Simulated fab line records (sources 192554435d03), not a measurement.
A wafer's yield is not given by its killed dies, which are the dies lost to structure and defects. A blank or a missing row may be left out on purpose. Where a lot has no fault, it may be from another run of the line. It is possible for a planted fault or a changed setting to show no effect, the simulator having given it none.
fab line records	flow n5_finfet
record lots=24	wafers=72	last_day=18
route steps=1938 shown BEOL_M11@1596 BEOL_M12@1613
lots that met no fault: taken from a fault-free run of the same line
start_h: hours from the record's opening day to when the first of the lot's shown wafers began	wait_h: hours since the lot's step before	" as in the row above	L1.1+2: several wafers, shown together as one row	- no value present, or no start provided	* or withheld: withheld	< > ~ a bound
route shown NAME@n: a module of which the file shows steps, and the number in the route of the first	usual: the fault-free wafers' mean and standard deviation	same: alike in all rows	chamber/n: place in a boat	sites: per-site readings	_std_site: standard deviation of those values	_edge_site: outer sites' mean less inner sites'	radius_mm: how far each site lies from the wafer's centre	mask NAME#n: copy n	behind: tool/chamber where the wafer was last shaped	hold: what put the lot on hold/how long, in hours/how the hold closed	device: which transistor (n, p or np) failed to switch	end of line: the same wafers' tests at the end of the route	step lacking rows: just its recipe	killed: count of dies lost to structure and defects at first sort (not the wafer's yield)	map: a wafer's dies, marking killed ones x, the rest . and places with no die _
set.NAME: the run value of the setting; set.NAME@STEP: its run value at that earlier step	model.NAME: the simulator's own value behind a step, which no gauge read
steps of the route over a sample of lots; a table a step, a row a wafer
services: from which hour (start_h, from the record's first day; less than 0 if before it) a tool's chamber was out of use, for how many hours, and why
## steps
# step N5_BEOL_M11_CMP_52
# recipe stop_on=SiCOH_lowk	t_overpolish_s=7	down_force_psi=1	platen_rpm=50	clearing_platen_down_force_psi=1.5	clearing_platen_rpm=50	post_cmp_clean=cu_alkaline	target_thk_nm=140	clearing_platen_pad_velocity_m_s=0.99484	pad_velocity_m_s=0.99484
# usual barrier_field_endpoint_s=29.0/0.75	clearing_platen_down_force_psi=1.5003/0.0029	motor_current_A=6.2/0.53	overpolish_run_s=7.000/0.01	time_to_endpoint_s=66.6/2.8
lot.wafer	tool	chamber	start_h	wait_h	barrier_field_endpoint_s	clearing_platen_down_force_psi	motor_current_A	overpolish_run_s	time_to_endpoint_s
L074.4	cmp-02	2	239.94	0.2	29.1	1.4988	6.6	7.008	69.4
L074.3	"	3	"	"	28.5	1.5005	6.1	7.001	68.4
L074.6	"	0	"	"	29.2	1.4960	5.8	7.000	67.3
L075.4	cmp-04	1	253.75	0.1	29.9	1.4981	6.1	7.001	71.7
L075.1	"	2	"	"	29.5	1.5011	6.0	7.000	71.2
L075.2	"	0	"	"	29.2	1.4982	5.6	7.006	68.6
L078.1	cmp-04	1	264.11	0.3	29.1	1.4977	5.8	7.015	69.9
L078.3	"	3	"	"	29.4	1.5034	5.8	7.023	71.1
L078.6	"	0	"	"	29.6	1.4966	5.3	7.005	67.7
L077.3	cmp-03	3	264.70	0.2	28.7	1.5013	6.1	6.999	65.0
L077.1	"	0	"	"	28.4	1.5041	6.7	7.010	65.1
L077.5	"	3	"	"	28.5	1.4992	5.7	7.002	63.8
L076.3	cmp-04	0	264.76	0.2	28.8	1.5014	5.3	7.001	69.7
L076.2	"	3	"	"	29.9	1.4973	5.8	7.001	72.8
L076.5	"	0	"	"	29.5	1.5057	5.5	6.999	70.0
L079.4	cmp-03	2	270.64	0.2	28.5	1.4993	5.6	6.999	66.7
L079.3	"	3	"	"	27.6	1.5028	6.1	6.997	65.1
L079.5	"	1	"	"	28.6	1.4989	7.0	7.003	64.7
L080.3	cmp-04	0	273.87	0.3	28.5	1.4981	5.1	7.003	66.2
L080.1	"	1	"	"	29.1	1.4932	6.2	6.996	65.3
L080.5	"	2	"	"	30.0	1.5066	5.9	7.004	68.4
L081.2	cmp-04	2	274.27	0.3	30.5	1.4991	6.0	7.021	74.6
L081.4	"	3	"	"	30.3	1.4997	6.0	7.002	71.0
L081.6	"	1	"	"	29.4	1.4985	6.2	7.012	69.0
L082.3	cmp-04	3	279.89	0.5	28.7	1.5011	6.0	7.005	65.8
L082.5	"	2	"	"	28.2	1.5001	6.1	7.006	66.0
L082.6	"	3	"	"	29.1	1.4985	6.0	7.006	67.7
L083.2	cmp-02	3	291.70	0.2	28.8	1.4973	6.0	6.999	65.4
L083.4	"	0	"	"	28.9	1.5028	5.9	6.983	65.6
L083.6	"	3	"	"	28.8	1.4951	6.6	7.008	64.7
L084.4	cmp-03	0	292.28	0.2	30.7	1.4979	6.5	6.997	69.6
L084.1	"	1	"	"	30.7	1.4963	7.3	6.984	70.7
L084.6	"	0	"	"	30.7	1.4943	6.6	6.998	69.8
L085.2	cmp-03	2	305.99	0.3	29.8	1.5041	5.7	7.002	68.4
L085.3	"	0	"	"	28.5	1.5029	6.6	7.007	63.6
L085.6	"	1	"	"	29.4	1.5035	6.9	7.013	67.5
L086.2	cmp-03	3	312.60	0.2	27.3	1.5000	6.0	7.003	60.1
L086.5	"	3	"	"	28.0	1.5051	5.6	7.031	60.8
L086.6	"	0	"	"	28.7	1.4950	6.6	7.002	61.9
L087.2	cmp-03	1	320.08	0.2	28.5	1.5011	7.1	7.011	66.3
L087.1	"	2	"	"	28.1	1.4981	5.6	7.012	66.3
L087.6	"	1	"	"	28.9	1.4989	7.1	7.004	66.4
L088.4	cmp-03	0	324.59	0.2	28.9	1.5059	6.5	6.989	63.9
L088.6	"	3	"	"	29.9	1.4961	6.0	7.009	66.5
L088.5	"	0	"	"	28.7	1.5025	6.7	6.999	64.9
L090.4	cmp-03	3	331.62	0.1	28.8	1.4962	6.0	6.985	65.1
L090.3	"	0	"	"	29.1	1.5043	6.3	7.007	64.7
L090.2	"	1	"	"	29.2	1.4981	7.5	7.007	66.9
L089.3	cmp-03	3	337.51	0.3	27.6	1.5051	6.1	7.011	61.4
L089.4	"	0	"	"	28.5	1.5009	6.6	7.001	62.5
L089.5	"	2	"	"	28.3	1.4974	5.7	6.993	63.4
L091.1	cmp-02	0	341.02	0.3	29.5	1.5008	5.8	7.008	68.7
L091.2	"	2	"	"	29.0	1.5021	6.2	7.004	67.4
L091.4	"	3	"	"	29.2	1.5001	6.8	7.001	65.4
L093.1	cmp-03	1	349.78	0.5	28.6	1.5001	7.0	6.992	65.4
L093.3	"	3	"	"	28.1	1.4976	6.1	6.988	60.2
L093.4	"	0	"	"	29.0	1.4995	6.2	6.984	63.4
L094.3	cmp-04	2	358.75	0.2	29.9	1.4968	5.9	6.998	69.0
L094.1	"	3	"	"	29.5	1.5036	5.7	7.011	67.0
L094.4	"	0	"	"	29.9	1.5006	5.2	7.005	66.1
L095.3	cmp-04	1	358.98	0.3	29.1	1.5021	5.9	6.979	66.0
L095.2	"	2	"	"	29.4	1.4981	5.8	7.004	70.4
L095.4	"	3	"	"	30.5	1.5050	6.1	6.988	70.6
L092.3	cmp-03	2	359.10	0.3	28.4	1.5043	5.6	7.010	65.3
L092.6	"	3	"	"	27.9	1.5034	6.2	6.993	62.0
L092.5	"	0	"	"	29.4	1.5027	6.1	6.987	65.8
L096.2	cmp-03	1	362.65	0.2	28.7	1.5026	6.9	6.993	68.2
L096.4	"	2	"	"	28.0	1.5004	5.3	7.008	66.8
L096.3	"	0	"	"	27.8	1.5022	6.3	6.994	64.3
L097.4	cmp-03	3	387.35	0.1	29.1	1.4976	5.9	6.979	67.4
L097.2	"	1	"	"	29.0	1.5031	7.2	6.982	69.0
L097.5	"	3	"	"	28.7	1.4981	6.1	6.993	69.9
# step N5_BEOL_M11_DEP_56
# recipe material=SiCN	target_thk_a=300	temp_c=withheld	precursor=3MS/NH3	pressure_torr=3	rf_w=675	time_s=10.5
# usual showerhead_plenum_p_Torr=4.162/0.018	throttle_valve_pct=17.8/1.1
lot.wafer	tool	chamber	start_h	wait_h	showerhead_plenum_p_Torr	since_wet_clean_h	throttle_valve_pct
L074.3	pecvd-02	0	240.23	0.0	4.158	1307	17.7
L074.4	"	0	"	"	4.156	-	17.8
L074.6	"	1	"	"	4.139	-	18.4
L075.1	pecvd-02	1	254.11	0.0	4.136	2045	18.6
L075.2	"	0	"	"	4.161	1320	17.8
L075.4	"	1	"	"	4.128	-	18.5
L078.1	pecvd-04	1	264.43	0.0	4.181	1693	20.3
L078.3	"	2	"	"	4.169	214	16.9
L078.6	"	1	"	"	4.181	-	20.5
L077.1	pecvd-02	1	265.06	0.0	4.138	2056	18.6
L077.3	"	2	"	"	4.149	577	17.4
L077.5	"	0	"	"	4.169	-	18.1
L076.2	pecvd-01	0	265.11	0.0	4.180	1150	18.5
L076.3	"	2	"	"	4.149	396	16.4
L076.5	"	2	"	"	4.154	-	16.1
L079.3	pecvd-01	2	270.92	0.0	4.138	402	16.1
L079.4	"	2	"	"	4.128	-	16.2
L079.5	"	1	"	"	4.183	-	17.1
L080.1	pecvd-01	1	274.15	0.0	4.191	1884	17.1
L080.3	"	2	"	"	4.144	405	16.6
L080.5	"	1	"	"	4.185	-	17.4
L081.2	pecvd-02	1	274.55	0.0	4.133	2066	18.7
L081.4	"	0	"	"	4.162	-	18.0
L081.6	"	1	"	"	4.142	-	18.3
L082.3	pecvd-04	0	280.21	0.0	4.178	984	18.7
L082.5	"	1	"	"	4.181	-	20.4
L082.6	"	0	"	"	4.185	-	18.7
L083.2	pecvd-01	0	292.06	0.0	4.174	1177	18.6
L083.4	"	0	"	"	4.176	-	18.4
L083.6	"	1	"	"	4.184	-	16.8
L084.1	pecvd-01	0	292.60	0.0	4.182	1178	18.5
L084.4	"	1	"	"	4.184	-	16.9
L084.6	"	2	"	"	4.152	-	16.3
L085.2	pecvd-02	2	306.32	0.0	4.150	619	17.1
L085.3	"	0	"	"	4.163	1373	17.9
L085.6	"	2	"	"	4.140	-	17.4
L086.2	pecvd-02	2	312.96	0.0	4.143	625	17.7
L086.5	"	1	"	"	4.145	-	18.4
L086.6	"	0	"	"	4.162	-	17.9
L087.1	pecvd-02	1	320.40	0.0	4.135	2112	18.6
L087.2	"	0	"	"	4.159	1387	17.7
L087.6	"	2	"	"	4.138	-	17.4
L088.4	pecvd-01	2	324.93	0.0	4.140	-	16.2
L088.5	"	1	"	"	4.185	-	16.9
L088.6	"	0	"	"	4.173	-	18.6
L090.2	pecvd-01	0	331.98	0.0	4.170	1217	18.8
L090.3	"	2	"	"	4.140	-	16.1
L090.4	"	0	"	"	4.176	-	18.5
L089.3	pecvd-04	2	337.79	0.0	4.163	288	16.9
L089.4	"	0	"	"	4.178	-	18.9
L089.5	"	1	"	"	4.170	-	20.2
L091.1	pecvd-01	0	341.39	0.0	4.183	1227	18.3
L091.2	"	2	"	"	4.144	473	16.1
L091.4	"	0	"	"	4.184	-	18.7
L093.1	pecvd-04	2	350.14	0.0	4.155	300	16.8
L093.3	"	1	"	"	4.170	1779	20.3
L093.4	"	0	"	"	4.183	-	18.9
L094.1	pecvd-01	0	359.11	0.0	4.178	1244	18.3
L094.3	"	1	"	"	4.179	1969	17.1
L094.4	"	1	"	"	4.179	-	16.9
L095.2	pecvd-02	2	359.30	0.0	4.135	672	17.6
L095.3	"	1	"	"	4.143	2151	18.5
L095.4	"	2	"	"	4.140	-	17.7
L092.3	pecvd-04	2	359.34	0.0	4.157	309	16.7
L092.5	"	1	"	"	4.164	-	20.4
L092.6	"	2	"	"	4.158	-	16.9
L096.2	pecvd-01	0	363.01	0.0	4.171	1248	18.6
L096.3	"	1	"	"	4.178	1973	17.0
L096.4	"	0	"	"	4.178	-	18.6
L097.2	pecvd-04	2	387.71	0.0	4.168	338	16.8
L097.4	"	0	"	"	4.194	-	18.9
L097.5	"	2	"	"	4.158	-	16.9
# step N5_BEOL_M12_OVL_MEAS_11
# recipe points_per_wafer=44
# usual V11_OVL=-3/5
lot.wafer	tool	chamber	start_h	wait_h	V11_OVL[nm]
L074.3	overlay-02	0	240.82	0.0	-10
L074.4	"	0	"	"	-10
L074.6	"	0	"	"	-5
L075.1	overlay-02	0	254.70	0.0	-1
L075.2	"	0	"	"	-3
L075.4	"	0	"	"	1
L078.1	overlay-02	0	265.03	0.0	2
L078.3	"	0	"	"	-2
L078.6	"	0	"	"	-2
L077.1	overlay-02	0	265.65	0.0	2
L077.3	"	0	"	"	1
L077.5	"	0	"	"	1
L076.2	overlay-01	0	265.70	0.0	-4
L076.3	"	0	"	"	1
L076.5	"	0	"	"	4
L079.3	overlay-01	0	271.64	0.0	-6
L079.4	"	0	"	"	-10
L079.5	"	0	"	"	-3
L080.1	overlay-01	0	274.87	0.0	1
L080.3	"	0	"	"	-5
L080.5	"	0	"	"	-8
L081.2	overlay-01	0	275.27	0.0	-6
L081.4	"	0	"	"	1
L081.6	"	0	"	"	1
L082.3	overlay-01	0	280.98	0.0	-8
L082.5	"	0	"	"	-11
L082.6	"	0	"	"	-10
L083.2	overlay-02	0	292.77	0.0	0
L083.4	"	0	"	"	-4
L083.6	"	0	"	"	3
L084.1	overlay-01	0	293.32	0.0	-4
L084.4	"	0	"	"	2
L084.6	"	0	"	"	-7
L085.2	overlay-01	0	307.03	0.0	5
L085.3	"	0	"	"	-3
L085.6	"	0	"	"	-2
L086.2	overlay-02	0	313.55	0.0	-7
L086.5	"	0	"	"	-4
L086.6	"	0	"	"	-11
L087.1	overlay-01	0	320.99	0.0	-1
L087.2	"	0	"	"	1
L087.6	"	0	"	"	0
L088.4	overlay-02	0	325.63	0.0	0
L088.5	"	0	"	"	-3
L088.6	"	0	"	"	0
L090.2	overlay-02	0	332.59	0.0	-6
L090.3	"	0	"	"	-5
L090.4	"	0	"	"	-7
L089.3	overlay-02	0	338.56	0.0	-7
L089.4	"	0	"	"	-7
L089.5	"	0	"	"	-7
L091.1	overlay-02	0	342.13	0.0	-4
L091.2	"	0	"	"	-7
L091.4	"	0	"	"	-6
L093.1	overlay-02	0	350.73	0.0	-5
L093.3	"	0	"	"	-4
L093.4	"	0	"	"	1
L094.1	overlay-01	0	359.83	0.0	3
L094.3	"	0	"	"	3
L094.4	"	0	"	"	-6
L095.2	overlay-02	0	360.01	0.0	-2
L095.3	"	0	"	"	4
L095.4	"	0	"	"	7
L092.3	overlay-01	0	360.05	0.0	-7
L092.5	"	0	"	"	-9
L092.6	"	0	"	"	-6
L096.2	overlay-02	0	363.60	0.0	-6
L096.3	"	0	"	"	-2
L096.4	"	0	"	"	-8
L097.2	overlay-01	0	388.30	0.0	3
L097.4	"	0	"	"	1
L097.5	"	0	"	"	1
# step N5_BEOL_M12_OVL_MEAS_29
# recipe points_per_wafer=44
# usual M12_OVL=0/5.3
lot.wafer	tool	chamber	start_h	wait_h	M12_OVL[nm]
L074.3	overlay-01	0	241.85	0.0	-1
L074.4	"	0	"	"	-1
L074.6	"	0	"	"	1
L075.1	overlay-01	0	255.89	0.0	-11
L075.2	"	0	"	"	-5
L075.4	"	0	"	"	-4
L078.1	overlay-01	0	266.19	0.0	-4
L078.3	"	0	"	"	-4
L078.6	"	0	"	"	3
L077.1	overlay-01	0	266.71	0.0	2
L077.3	"	0	"	"	2
L077.5	"	0	"	"	-3
L076.2	overlay-01	0	266.87	0.0	-4
L076.3	"	0	"	"	0
L076.5	"	0	"	"	0
L079.3	overlay-01	0	272.55	0.0	0
L079.4	"	0	"	"	-4
L079.5	"	0	"	"	-1
L080.1	overlay-02	0	275.78	0.0	10
L080.3	"	0	"	"	8
L080.5	"	0	"	"	8
L081.2	overlay-01	0	276.18	0.0	4
L081.4	"	0	"	"	1
L081.6	"	0	"	"	3
L082.3	overlay-01	0	282.01	0.0	-5
L082.5	"	0	"	"	-6
L082.6	"	0	"	"	-1
L083.2	overlay-02	0	293.81	0.0	7
L083.4	"	0	"	"	6
L083.6	"	0	"	"	-2
L084.1	overlay-01	0	294.40	0.0	6
L084.4	"	0	"	"	11
L084.6	"	0	"	"	4
L085.2	overlay-02	0	308.13	0.0	8
L085.3	"	0	"	"	1
L085.6	"	0	"	"	10
L086.2	overlay-01	0	314.46	0.0	1
L086.5	"	0	"	"	7
L086.6	"	0	"	"	2
L087.1	overlay-01	0	322.48	0.0	0
L087.2	"	0	"	"	4
L087.6	"	0	"	"	9
L088.4	overlay-01	0	327.68	0.0	-8
L088.5	"	0	"	"	1
L088.6	"	0	"	"	-6
L090.2	overlay-01	0	333.62	0.0	3
L090.3	"	0	"	"	0
L090.4	"	0	"	"	6
L089.3	overlay-02	0	339.59	0.0	-1
L089.4	"	0	"	"	3
L089.5	"	0	"	"	-2
L091.1	overlay-02	0	343.17	0.0	-9
L091.2	"	0	"	"	-9
L091.4	"	0	"	"	-1
L093.1	overlay-01	0	351.85	0.0	-1
L093.3	"	0	"	"	1
L093.4	"	0	"	"	4
L094.1	overlay-01	0	360.73	0.0	1
L094.3	"	0	"	"	-1
L094.4	"	0	"	"	0
L095.2	overlay-01	0	361.11	0.0	-8
L095.3	"	0	"	"	1
L095.4	"	0	"	"	0
L092.3	overlay-01	0	361.27	0.0	0
L092.5	"	0	"	"	3
L092.6	"	0	"	"	3
L096.2	overlay-02	0	364.72	0.0	-14
L096.3	"	0	"	"	-16
L096.4	"	0	"	"	-10
L097.2	overlay-02	0	389.34	0.0	4
L097.4	"	0	"	"	-2
L097.5	"	0	"	"	6
# step N5_BEOL_M12_PRE_CLEAN_42
# recipe gas=H2/He	time_s=30	temp_c=250
# usual heater_power_w=342/21
lot.wafer	tool	chamber	start_h	wait_h	heater_power_w
L074.3	pvd_sputter-02	-	244.53	0.0	335
L074.4	"	-	"	"	366
L074.6	"	-	"	"	318
L075.1	pvd_sputter-02	-	258.59	0.0	352
L075.2	"	-	"	"	340
L075.4	"	-	"	"	314
L078.1	pvd_sputter-03	-	268.97	0.0	319
L078.3	"	-	"	"	377
L078.6	"	-	"	"	371
L077.1	pvd_sputter-03	-	269.49	0.0	373
L077.3	"	-	"	"	362
L077.5	"	-	"	"	345
L076.2	pvd_sputter-01	-	270.54	0.0	320
L076.3	"	-	"	"	305
L076.5	"	-	"	"	330
L079.3	pvd_sputter-01	-	275.94	0.0	326
L079.4	"	-	"	"	336
L079.5	"	-	"	"	340
L080.1	pvd_sputter-01	-	279.36	0.0	333
L080.3	"	-	"	"	312
L080.5	"	-	"	"	328
L081.2	pvd_sputter-03	-	279.73	0.0	373
L081.4	"	-	"	"	369
L081.6	"	-	"	"	381
L082.3	pvd_sputter-03	-	285.11	0.0	364
L082.5	"	-	"	"	373
L082.6	"	-	"	"	320
L083.2	pvd_sputter-01	-	296.28	0.0	333
L083.4	"	-	"	"	327
L083.6	"	-	"	"	338
L084.1	pvd_sputter-03	-	298.36	0.0	316
L084.4	"	-	"	"	374
L084.6	"	-	"	"	372
L085.2	pvd_sputter-03	-	312.26	0.0	318
L085.3	"	-	"	"	347
L085.6	"	-	"	"	344
L086.2	pvd_sputter-02	-	315.97	0.0	372
L086.5	"	-	"	"	347
L086.6	"	-	"	"	384
L087.1	pvd_sputter-03	-	326.77	0.0	364
L087.2	"	-	"	"	377
L087.6	"	-	"	"	371
L088.4	pvd_sputter-01	-	329.91	0.0	337
L088.5	"	-	"	"	313
L088.6	"	-	"	"	351
L090.2	pvd_sputter-02	-	337.09	0.0	377
L090.3	"	-	"	"	362
L090.4	"	-	"	"	344
L089.3	pvd_sputter-01	-	340.70	0.0	332
L089.4	"	-	"	"	340
L089.5	"	-	"	"	341
L091.1	pvd_sputter-01	-	344.18	0.0	338
L091.2	"	-	"	"	348
L091.4	"	-	"	"	306
L093.1	pvd_sputter-01	-	353.68	0.0	344
L093.3	"	-	"	"	332
L093.4	"	-	"	"	337
L094.1	pvd_sputter-03	-	362.58	0.0	343
L094.3	"	-	"	"	373
L094.4	"	-	"	"	368
L095.2	pvd_sputter-03	-	363.18	0.0	362
L095.3	"	-	"	"	317
L095.4	"	-	"	"	336
L092.3	pvd_sputter-01	-	365.34	0.0	332
L092.5	"	-	"	"	330
L092.6	"	-	"	"	347
L096.2	pvd_sputter-01	-	365.89	0.0	320
L096.3	"	-	"	"	317
L096.4	"	-	"	"	337
L097.2	pvd_sputter-02	-	391.70	0.0	340
L097.4	"	-	"	"	389
L097.5	"	-	"	"	374
# step N5_BEOL_M12_THK_MEAS_50
# recipe thk_meas_gauge=xrf	reads=Cu_of_BEOL_M12_ECD_47
# usual M12_THK=312/5.4
lot.wafer	tool	chamber	start_h	wait_h	M12_THK[nm]
L074.3	film_metro-02	-	245.59	-	301
L074.4	"	-	"	"	314
L074.6	"	-	"	"	302
L075.1	film_metro-02	-	259.65	-	304
L075.2	"	-	"	"	309
L075.4	"	-	"	"	310
L078.1	film_metro-01	-	270.02	-	320
L078.3	"	-	"	"	320
L078.6	"	-	"	"	320
L077.1	film_metro-01	-	270.55	-	317
L077.3	"	-	"	"	315
L077.5	"	-	"	"	315
L076.2	film_metro-02	-	271.95	-	303
L076.3	"	-	"	"	312
L076.5	"	-	"	"	300
L079.3	film_metro-01	-	277.00	-	319
L079.4	"	-	"	"	318
L079.5	"	-	"	"	320
L080.1	film_metro-02	-	280.59	-	313
L080.3	"	-	"	"	313
L080.5	"	-	"	"	314
L081.2	film_metro-02	-	281.36	-	317
L081.4	"	-	"	"	313
L081.6	"	-	"	"	319
L082.3	film_metro-02	-	286.18	-	313
L082.5	"	-	"	"	312
L082.6	"	-	"	"	305
L083.2	film_metro-01	-	297.33	-	316
L083.4	"	-	"	"	317
L083.6	"	-	"	"	318
L084.1	film_metro-02	-	299.74	-	319
L084.4	"	-	"	"	314
L084.6	"	-	"	"	314
L085.2	film_metro-02	-	313.70	-	317
L085.3	"	-	"	"	314
L085.6	"	-	"	"	307
L086.2	film_metro-01	-	317.03	-	310
L086.5	"	-	"	"	319
L086.6	"	-	"	"	311
L087.1	film_metro-01	-	327.96	-	315
L087.2	"	-	"	"	322
L087.6	"	-	"	"	317
L088.4	film_metro-01	-	330.97	-	320
L088.5	"	-	"	"	318
L088.6	"	-	"	"	320
L090.2	film_metro-01	-	338.14	-	304
L090.3	"	-	"	"	310
L090.4	"	-	"	"	314
L089.3	film_metro-01	-	342.23	-	321
L089.4	"	-	"	"	316
L089.5	"	-	"	"	317
L091.1	film_metro-02	-	345.23	-	312
L091.2	"	-	"	"	307
L091.4	"	-	"	"	305
L093.1	film_metro-02	-	354.85	-	312
L093.3	"	-	"	"	303
L093.4	"	-	"	"	307
L094.1	film_metro-02	-	363.65	-	316
L094.3	"	-	"	"	315
L094.4	"	-	"	"	308
L095.2	film_metro-01	-	364.23	-	315
L095.3	"	-	"	"	306
L095.4	"	-	"	"	311
L092.3	film_metro-02	-	366.40	-	310
L092.5	"	-	"	"	310
L092.6	"	-	"	"	308
L096.2	film_metro-02	-	366.94	-	307
L096.3	"	-	"	"	309
L096.4	"	-	"	"	310
L097.2	film_metro-02	-	393.36	-	309
L097.4	"	-	"	"	313
L097.5	"	-	"	"	309
## services
tool	chamber	start_h	hours	kind
pecvd-04	0	220.09	11.4	repair
cmp-03	-	229.51	4.0	pm
cmp-03	-	233.51	-	consumable_replace:conditioner
cmp-03	-	233.51	-	consumable_replace:pad
pecvd-02	-	241.56	0.4	repair
pecvd-04	-	264.79	2.8	pm
cmp-02	-	272.53	9.4	pm
cmp-04	-	275.63	4.0	pm
cmp-03	-	279.06	0.5	repair
pvd_sputter-02	-	281.56	1.6	repair
cmp-04	-	286.66	4.5	repair
pecvd-02	-	288.38	2.8	pm
cmp-02	-	293.32	24.6	pm
pecvd-04	-	303.00	6.0	pm
cmp-02	-	324.02	1.0	repair
cmp-02	-	329.46	0.5	repair
pecvd-01	1	331.86	9.5	repair
cmp-04	-	335.96	8.2	pm
cmp-03	-	344.57	0.5	repair
pecvd-04	-	351.40	2.8	repair
cmp-02	-	356.87	7.2	pm
cmp-02	-	371.87	0.8	repair
cmp-04	-	386.04	0.3	repair
pecvd-02	-	389.55	1.0	repair
## key
fault none
